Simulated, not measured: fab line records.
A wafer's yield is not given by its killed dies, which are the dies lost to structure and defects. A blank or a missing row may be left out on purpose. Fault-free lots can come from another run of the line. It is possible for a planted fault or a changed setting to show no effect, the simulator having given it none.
Which tool was responsible?    flow n5 finfet    24 lots, 72 wafers sampled, at 2 steps of a route of 1938

## WHAT THE GAUGES SHOWED, per wafer
N5_BEOL_M4_CD_MEAS_18: pitch 36 nm, target cd 18 nm.
lot   measured      on         cd nm (nm)
L074  day 7 09:29   cd sem-03  17.8 18.0 18.4
L075  day 7 15:26   cd sem-02  18.9 18.7 18.7
L077  day 7 22:45   cd sem-03  18.2 18.3 18.4
L076  day 8 03:04   cd sem-03  18.3 18.4 17.5
L078  day 8 03:32   cd sem-01  19.0 18.1 18.9
L080  day 8 12:28   cd sem-02  17.9 17.3 17.6
L079  day 8 21:00   cd sem-03  18.6 18.6 18.4
L081  day 9 08:15   cd sem-02  17.9 18.4 17.5
L082  day 9 11:36   cd sem-01  17.5 17.7 17.4
L083  day 9 20:18   cd sem-01  18.5 17.7 18.7
L085  day 9 23:51   cd sem-03  18.2 18.0 17.6
L084  day 10 01:41  cd sem-03  18.3 17.8 18.2
L086  day 10 13:14  cd sem-01  18.1 18.3 18.0
L087  day 10 17:51  cd sem-01  17.8 19.1 17.7
L089  day 10 19:47  cd sem-02  17.9 18.0 18.3
L088  day 10 19:58  cd sem-02  18.7 18.3 18.1
L090  day 11 09:34  cd sem-01  17.6 18.2 17.7
L091  day 11 15:50  cd sem-01  18.5 17.9 18.0
L093  day 12 07:22  cd sem-02  18.2 18.0 18.0
L092  day 12 09:30  cd sem-01  18.0 18.3 17.8
L094  day 12 16:38  cd sem-01  18.4 17.7 18.1
L095  day 12 22:05  cd sem-03  18.4 18.6 18.3
L096  day 13 01:18  cd sem-01  17.8 18.3 18.1
L097  day 13 03:35  cd sem-01  18.1 17.7 17.9

N5_BEOL_M4_OVL_MEAS_29.
lot   measured      on          V3_OVL (nm)
L074  day 7 09:58   overlay-01  -1.5 0.6 -0.6
L075  day 7 15:55   overlay-02  0.3 -0.5 -0.4
L077  day 7 23:06   overlay-01  0.8 0.7 0.0
L076  day 8 03:26   overlay-01  -0.6 0.5 -0.2
L078  day 8 03:52   overlay-01  -0.3 0.5 0.7
L080  day 8 12:56   overlay-01  0.1 -0.5 -0.2
L079  day 8 21:28   overlay-01  -0.9 0.9 -0.1
L081  day 9 08:36   overlay-02  0.2 -0.2 -0.1
L082  day 9 11:57   overlay-02  0.5 1.0 0.4
L083  day 9 20:40   overlay-02  -1.1 -0.4 -0.5
L085  day 10 00:12  overlay-02  0.1 -0.2 0.7
L084  day 10 02:02  overlay-02  0.6 0.0 0.6
L086  day 10 13:35  overlay-02  1.4 0.6 0.8
L087  day 10 18:12  overlay-01  0.2 0.3 -0.1
L089  day 10 20:16  overlay-01  1.3 -1.0 0.6
L088  day 10 20:19  overlay-02  -0.1 0.7 -1.4
L090  day 11 09:55  overlay-02  0.8 -1.0 1.1
L091  day 11 16:20  overlay-01  0.1 -1.4 -0.3
L093  day 12 07:50  overlay-01  -0.5 0.8 -0.7
L092  day 12 09:59  overlay-01  0.9 1.4 1.2
L094  day 12 17:07  overlay-02  0.3 0.4 0.9
L095  day 12 22:26  overlay-01  0.5 0.8 0.8
L096  day 13 01:39  overlay-02  0.3 -0.2 1.7
L097  day 13 03:56  overlay-02  1.4 0.0 0.9

## TOOL THAT RAN EACH LOT (tool first, then ch and the chambers of the sampled wafers, then the start)
No process step before these readings appears in the record.

## AS READ BY THE TOOLS THEMSELVES (means over the sampled wafers that have a number; for cases with no such wafer, the mark the record gives instead)
The record holds no such reading with a usual standard deviation.

## THE ANSWER, worked out from the rows above alone
Rule: the usual values come from the lots themselves. The widest of any qualifying gaps counts: lots, ordered by their means at a reading, are off when they make up no more than a third of the lots, leave a main group of 4 or more, and stand apart from it by 3 or more times the standard deviation of that group's means. A main group is skipped when, at the precision printed for the reading in the tables above, its means are all equal. A lot without any number at a reading at which 4 lots or more have one is off too. Where the step has rows for the other lots, those lots are counted as sound. After the gauges, taken in route order, come the tools' own readings; for these a lot's mean is taken, as printed above. The first step at which some lot is off is used, and at that step the reading that is off furthest; a lot without a number counts as furthest.
No lot is off on any of the readings shown, so nothing can be concluded from this.

## WHAT THE SIMULATOR HAD INSERTED
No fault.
